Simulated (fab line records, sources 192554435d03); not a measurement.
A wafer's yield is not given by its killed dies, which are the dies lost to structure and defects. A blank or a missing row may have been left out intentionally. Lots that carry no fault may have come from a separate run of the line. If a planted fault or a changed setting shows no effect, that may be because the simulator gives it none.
Chamber matching    flow n5Finfet    N5_FIN_SAQP_ETCH_67 on rieDiel-01: 4 sister chambers
The step etches SiNx in CH3F/O2, target depth 30 nm. 4 wafers are shown with their chamber, then 10 later ones without.

## WAFERS WITH THEIR CHAMBER
wafer   chamber  showerheadPlenumPTorr (Torr)
L086.4  0        2.05
L088.1  1        1.94
L088.2  3        2.07
L089.5  2        2.04

## WAFERS MISSING THEIR CHAMBER
wafer   showerheadPlenumPTorr (Torr)
L089.6  2.07
L091.1  2.04
L091.3  2.07
L091.6  1.93
L093.2  2.04
L093.3  1.93
L093.6  2.04
L094.1  2.07
L094.4  1.93
L094.5  2.05

## CHAMBER TAKEN BY EACH
wafer   from the rows above      in truth
L089.6  3                        3
L091.1  can't be placed: 2 or 0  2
L091.3  3                        3
L091.6  1                        1
L093.2  can't be placed: 2 or 0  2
L093.3  1                        1
L093.6  can't be placed: 2 or 0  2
L094.1  3                        3
L094.4  1                        1
L094.5  can't be placed: 0 or 2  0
Correct placement for 6 of the 10. From these rows, 4 cannot be placed; in 4 the true chamber is one of the candidates. 0 placed wrongly.
How it was worked out, from the rows above alone: a wafer's distance from a chamber is the root of the sum, over the readings, of the square of ((its reading less the chamber's mean) divided by the reading's scatter). The wafer belongs to the nearest chamber; if the next one is less than 2 further off, it can't be placed. Each chamber's mean is taken over the wafers shown for it. The scatter: root of mean squared gap, hidden wafer to nearest shown wafer, with one shown wafer a chamber.
